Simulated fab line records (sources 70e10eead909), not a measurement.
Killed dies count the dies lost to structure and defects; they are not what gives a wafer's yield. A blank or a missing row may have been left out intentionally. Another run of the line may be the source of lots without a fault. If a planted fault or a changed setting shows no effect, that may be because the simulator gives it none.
Which of the tools did it?    flow nandHarc    Sampling: 10 lots, 30 wafers, 5 of 1302 route steps

== WHAT THE GAUGES READ, wafer by wafer ==
NHARC_END_SORT_01.
lot   measured      on         killedAtArray
L323  day 29 14:52  prober-02  49 665 52
L326  day 30 15:35  prober-02  624 40 646
L325  day 30 07:50  prober-01  81 72 100
L334  day 33 13:56  prober-02  59 43 54

== WHICH TOOL RAN EACH LOT (tool, then ch and the chambers of the sampled wafers, then the start) ==
lot   NHARC_A_SLIT_ETCH_24               NHARC_A_SLIT_ETCH_15               NHARC_A_SLIT_ETCH_26             NHARC_A_SLIT_ETCH_29
L313  rieDiel-13 ch 1,2,3, day 21 05:32  rieDiel-13 ch 1,2,3, day 21 05:38  harEtch-02 ch 0,1, day 21 11:31  rieDiel-09 ch 0,1,2, day 21 12:25
L315  rieDiel-05 ch 1,2,3, day 21 17:50  rieDiel-05 ch 0,3, day 21 17:54    harEtch-02 ch 0,1, day 21 22:34  rieDiel-05 ch 0,1,2, day 21 23:28
L314  rieDiel-13 ch 0,2, day 21 19:10    rieDiel-13 ch 1,2,3, day 21 19:15  harEtch-01 ch 0,1, day 21 23:58  rieDiel-05 ch 1,2,3, day 22 00:52
L316  rieDiel-09 ch 0,1,3, day 22 08:14  rieDiel-09 ch 1,2, day 22 08:25    harEtch-02 ch 0,1, day 22 16:43  rieDiel-05 ch 0,3, day 22 17:35
L323  rieDiel-13 ch 0,2, day 24 20:43    rieDiel-13 ch 1,2,3, day 24 20:55  harEtch-02 ch 0,1, day 25 03:49  rieDiel-13 ch 0,1,2, day 25 04:39
L326  rieDiel-13 ch 1,2,3, day 25 11:55  rieDiel-13 ch 0,2,3, day 25 12:01  harEtch-02 ch 0,1, day 25 17:11  rieDiel-13 ch 0,1,2, day 25 18:05
L325  rieDiel-09 ch 1,2,3, day 25 12:05  rieDiel-09 ch 0,1,3, day 25 12:13  harEtch-01 ch 0,1, day 25 17:28  rieDiel-05 ch 0,2,3, day 25 18:20
L328  rieDiel-09 ch 0,3, day 26 00:30    rieDiel-09 ch 0,3, day 26 00:42    harEtch-01 ch 0,1, day 26 05:22  rieDiel-13 ch 1,2, day 26 06:12
L333  rieDiel-13 ch 0,2,3, day 28 15:28  rieDiel-13 ch 0,2,3, day 28 15:34  harEtch-02 ch 0,1, day 28 20:16  rieDiel-05 ch 0,1,2, day 28 21:09
L334  rieDiel-13 ch 0,1,3, day 28 23:23  rieDiel-13 ch 2,3, day 28 23:28    harEtch-01 ch 0,1, day 29 04:05  rieDiel-05 ch 0,2,3, day 29 04:59
- NHARC_A_SLIT_ETCH_24: etches the open film in CF4/CHF3, target depth 121 nm, time 60.5 s.
- NHARC_A_SLIT_ETCH_15: etches the open film in O2/COS, target depth 6200 nm, time 1612 s.
- NHARC_A_SLIT_ETCH_26: etches the open film in C4F8/O2/Ar, time 90 s, target depth 400 nm.
- NHARC_A_SLIT_ETCH_29: etches the open film in CF4/O2, target depth 100 nm, overetch 10 nm, time 55 s.

== THE ANSWER, worked out from the rows above alone ==
Rule: the usual values come from the lots themselves. The widest of any qualifying gaps counts: lots, ordered by their means at a reading, are off when they make up no more than a third of the lots, leave a main group of 4 or more, and stand apart from it by 3 or more times the standard deviation of that group's means. The tables above print the reading to a certain number of digits; a main group whose means all agree to those digits is not used. A lot without any number at a reading at which 4 lots or more have one is off too. The other lots that the step has rows for count as sound.
None of the lots is off at any reading shown; this tells nothing.

== WHAT THE SIMULATOR HAD PUT IN ==
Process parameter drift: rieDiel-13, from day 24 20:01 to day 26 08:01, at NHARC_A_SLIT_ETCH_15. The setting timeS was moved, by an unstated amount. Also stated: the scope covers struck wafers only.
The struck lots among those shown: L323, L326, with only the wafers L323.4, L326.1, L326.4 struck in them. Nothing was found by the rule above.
